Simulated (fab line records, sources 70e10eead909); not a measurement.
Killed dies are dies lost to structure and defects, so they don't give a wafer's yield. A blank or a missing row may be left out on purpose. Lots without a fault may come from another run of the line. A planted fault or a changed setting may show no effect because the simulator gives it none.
Chamber matching | flow nand_harc | NHARC_P_CONTACT_DEP_30 on pecvd-01: 3 sister chambers
The step deposits SiNx, target thk 30 nm. 6 wafers are shown with their chamber, then 9 later ones without.

WAFERS WITH THEIR CHAMBER
wafer  | chamber | heater_power_w (W)
L086.6 | 1       | 741
L087.1 | 2       | 682
L087.4 | 2       | 678
L089.2 | 0       | 622
L089.3 | 1       | 853
L089.6 | 0       | 610

WAFERS WITHOUT THEIR CHAMBER
wafer  | heater_power_w (W)
L090.3 | 639
L090.5 | 638
L090.6 | 546
L096.1 | 668
L096.4 | 585
L096.5 | 738
L097.2 | 660
L097.3 | 622
L097.6 | 632

WHICH CHAMBER EACH WENT THROUGH
wafer  | from the rows above          | in truth
L090.3 | can't be placed: 0 or 2      | 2
L090.5 | can't be placed: 0 or 2      | 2
L090.6 | can't be placed: 0 or 2      | 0
L096.1 | can't be placed: 2 or 0      | 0
L096.4 | can't be placed: 0 or 2      | 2
L096.5 | can't be placed: 2 or 1 or 0 | 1
L097.2 | can't be placed: 2 or 0      | 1
L097.3 | can't be placed: 0 or 2      | 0
L097.6 | can't be placed: 0 or 2      | 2
Placed correctly: 0 of 9. Can't be placed from these rows: 9 (the true chamber is among the candidates in 8). Placed wrongly: 0.
How it was worked out, from the rows above alone: a wafer's distance from a chamber is the root of the sum, over the readings, of the square of ((its reading less the chamber's mean) divided by the reading's scatter). The wafer belongs to the nearest chamber; if the next one is less than 2 further off, it can't be placed. A chamber's mean is the mean of its shown wafers. The scatter: the root of (the sum of the squares of (reading less its chamber's mean) over the shown wafers, divided by (wafers less chambers)).
